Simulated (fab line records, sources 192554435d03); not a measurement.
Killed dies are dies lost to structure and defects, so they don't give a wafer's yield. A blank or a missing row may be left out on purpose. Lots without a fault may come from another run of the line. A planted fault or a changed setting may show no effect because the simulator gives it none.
Chamber matching | flow n5_finfet | N5_MOL_CONTACT_COAG_CMP_52 on cmp-03: 4 sister chambers
The step polishes, stops on SiO2, t overpolish 1.5 s, target thk 66.5 nm. 18 wafers are shown with their chamber, then 9 later ones without.

WAFERS WITH THEIR CHAMBER
wafer  | chamber | motor_current_A (A) | time_to_endpoint_s (s) | overpolish_run_s (s)
L076.1 | 3       | 11.1                | 8.9                    | 1.507
L076.2 | 1       | 13.9                | 13.2                   | 1.504
L076.6 | 1       | 15.0                | 9.0                    | 1.502
L077.2 | 1       | 14.5                | 10.9                   | 1.495
L077.3 | 3       | 11.1                | 7.6                    | 1.495
L077.4 | 2       | 12.6                | 13.9                   | 1.499
L080.1 | 2       | 12.3                | 10.2                   | 1.508
L080.2 | 3       | 11.0                | 9.4                    | 1.502
L080.6 | 0       | 10.7                | 7.4                    | 1.498
L082.2 | 0       | 10.5                | 8.6                    | 1.512
L082.5 | 1       | 13.5                | 10.2                   | 1.501
L082.6 | 0       | 10.4                | 13.4                   | 1.501
L084.1 | 3       | 10.5                | 9.8                    | 1.516
L084.3 | 1       | 14.2                | 11.9                   | 1.522
L084.6 | 0       | 10.8                | 10.3                   | 1.499
L087.1 | 1       | 14.4                | 9.7                    | 1.511
L087.3 | 3       | 11.1                | 9.5                    | 1.489
L087.5 | 2       | 13.1                | 11.0                   | 1.501

SIGNATURES (means of the wafers above)
reading            | chamber 0 | chamber 1 | chamber 2 | chamber 3 | scatter within a chamber
motor_current_A    | 10.600    | 14.250    | 12.667    | 10.960    | 0.381
time_to_endpoint_s | 9.925     | 10.817    | 11.700    | 9.040     | 1.75
overpolish_run_s   | 1.50250   | 1.50583   | 1.50267   | 1.50180   | 0.00868
Rule: a wafer's distance from a chamber is the root of the sum, over the readings, of the square of ((its reading less the chamber's mean) divided by the reading's scatter). The wafer belongs to the nearest chamber; if the next one is less than 2 further off, it can't be placed. The scatter: the root of (the sum of the squares of (reading less its chamber's mean) over the shown wafers, divided by (wafers less chambers)).

WAFERS WITHOUT THEIR CHAMBER
wafer  | motor_current_A (A) | time_to_endpoint_s (s) | overpolish_run_s (s)
L089.3 | 12.8                | 12.7                   | 1.487
L089.4 | 14.9                | 13.9                   | 1.501
L089.6 | 10.9                | 9.5                    | 1.489
L093.1 | 13.3                | 13.0                   | 1.502
L093.4 | 11.3                | 11.1                   | 1.490
L093.5 | 10.9                | 8.8                    | 1.491
L094.2 | 11.3                | 11.3                   | 1.492
L094.5 | 13.1                | 14.6                   | 1.499
L094.6 | 14.2                | 12.8                   | 1.492

WHICH CHAMBER EACH WENT THROUGH
wafer  | from the rows above          | in truth
L089.3 | 2                            | 2
L089.4 | 1                            | 1
L089.6 | can't be placed: 3 or 0      | 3
L093.1 | can't be placed: 2 or 1      | 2
L093.4 | can't be placed: 3 or 0 or 2 | 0
L093.5 | can't be placed: 3 or 0      | 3
L094.2 | can't be placed: 3 or 0 or 2 | 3
L094.5 | can't be placed: 2 or 1      | 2
L094.6 | 1                            | 1
Placed correctly: 3 of 9. Can't be placed from these rows: 6 (the true chamber is among the candidates in 6). Placed wrongly: 0.
